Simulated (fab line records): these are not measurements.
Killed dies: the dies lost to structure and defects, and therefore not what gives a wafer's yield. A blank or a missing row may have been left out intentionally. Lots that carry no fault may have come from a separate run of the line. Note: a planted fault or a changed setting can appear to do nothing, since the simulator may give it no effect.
Chamber matching | flow n5 finfet | rie diel-05 running N5_BEOL_M3_ETCH_70: 4 sister chambers
The step etches SOC in N2/H2, target depth 80 nm, overetch 16 nm, time 120 s. 30 wafers are shown with their chamber, then 12 later ones without.

== WAFERS PAIRED WITH THEIR CHAMBERS ==
wafer  | chamber | drypump motor current A (A) | showerhead plenum p Torr (Torr) | throttle valve pct (%)
L074.1 | 3       | 6.1                         | 2.44                            | 17.53
L074.2 | 0       | 6.1                         | 2.57                            | 17.90
L074.3 | 2       | 5.3                         | 2.65                            | 17.73
L074.4 | 3       | 6.1                         | 2.44                            | 17.52
L074.5 | 2       | 5.3                         | 2.65                            | 17.74
L074.6 | 0       | 6.1                         | 2.57                            | 17.87
L075.1 | 0       | 6.1                         | 2.57                            | 17.88
L075.2 | 3       | 6.1                         | 2.44                            | 17.54
L075.3 | 1       | 6.3                         | 2.63                            | 17.83
L075.4 | 2       | 5.3                         | 2.65                            | 17.76
L075.5 | 1       | 6.3                         | 2.63                            | 17.83
L075.6 | 0       | 6.1                         | 2.57                            | 17.89
L077.2 | 0       | 6.0                         | 2.57                            | 17.88
L077.5 | 0       | 6.0                         | 2.57                            | 17.88
L077.6 | 3       | 6.2                         | 2.44                            | 17.54
L081.2 | 1       | 6.3                         | 2.62                            | 17.84
L081.4 | 2       | 5.3                         | 2.65                            | 17.77
L081.5 | 3       | 6.1                         | 2.44                            | 17.54
L086.1 | 3       | 6.1                         | 2.43                            | 17.57
L086.2 | 1       | 6.3                         | 2.62                            | 17.86
L086.3 | 2       | 5.3                         | 2.65                            | 17.78
L086.4 | 0       | 6.1                         | 2.56                            | 17.90
L086.5 | 1       | 6.3                         | 2.62                            | 17.86
L086.6 | 0       | 6.1                         | 2.56                            | 17.90
L088.1 | 3       | 6.1                         | 2.43                            | 17.58
L088.2 | 1       | 6.3                         | 2.62                            | 17.89
L088.4 | 2       | 5.3                         | 2.64                            | 17.79
L090.2 | 1       | 6.3                         | 2.62                            | 17.88
L090.3 | 2       | 5.3                         | 2.64                            | 17.78
L090.4 | 0       | 6.1                         | 2.56                            | 17.93

SIGNATURES, as means of the wafers listed above
reading                  | chamber 0 | chamber 1 | chamber 2 | chamber 3 | scatter within a chamber
drypump motor current A  | 6.078     | 6.300     | 5.300     | 6.114     | 0.0305
showerhead plenum p Torr | 2.5667    | 2.6229    | 2.6471    | 2.4371    | 0.00492
throttle valve pct       | 17.8922   | 17.8557   | 17.7643   | 17.5457   | 0.0212
Rule: a wafer's distance from a chamber is the root of the sum, over the readings, of the square of ((its reading less the chamber's mean) divided by the reading's scatter). If the next closest chamber is less than 2 further off than the closest, the wafer can't be placed; otherwise it belongs to the closest. How the scatter is found: for the shown wafers, subtract from each reading the mean of its chamber, square and add these, divide the total by (wafers less chambers), then take the root.

== WAFERS MISSING THEIR CHAMBER ==
wafer  | drypump motor current A (A) | showerhead plenum p Torr (Torr) | throttle valve pct (%)
L091.3 | 6.1                         | 2.43                            | 17.57
L091.4 | 5.3                         | 2.64                            | 17.78
L091.6 | 5.3                         | 2.64                            | 17.79
L092.1 | 6.1                         | 2.43                            | 17.58
L092.2 | 5.3                         | 2.64                            | 17.80
L092.5 | 6.3                         | 2.62                            | 17.88
L095.1 | 6.1                         | 2.43                            | 17.59
L095.4 | 5.3                         | 2.64                            | 17.80
L095.5 | 6.1                         | 2.43                            | 17.61
L096.1 | 5.3                         | 2.64                            | 17.82
L096.2 | 6.1                         | 2.43                            | 17.59
L096.6 | 5.3                         | 2.63                            | 17.81

== WHICH CHAMBER EACH WENT THROUGH ==
wafer  | from the rows above | in truth
L091.3 | 3                   | 3
L091.4 | 2                   | 2
L091.6 | 2                   | 2
L092.1 | 3                   | 3
L092.2 | 2                   | 2
L092.5 | 1                   | 1
L095.1 | 3                   | 3
L095.4 | 2                   | 2
L095.5 | 3                   | 3
L096.1 | 2                   | 2
L096.2 | 3                   | 3
L096.6 | 2                   | 2
Correctly placed: 12 of 12. Number that these rows cannot place: 0. Number placed wrongly: 0.
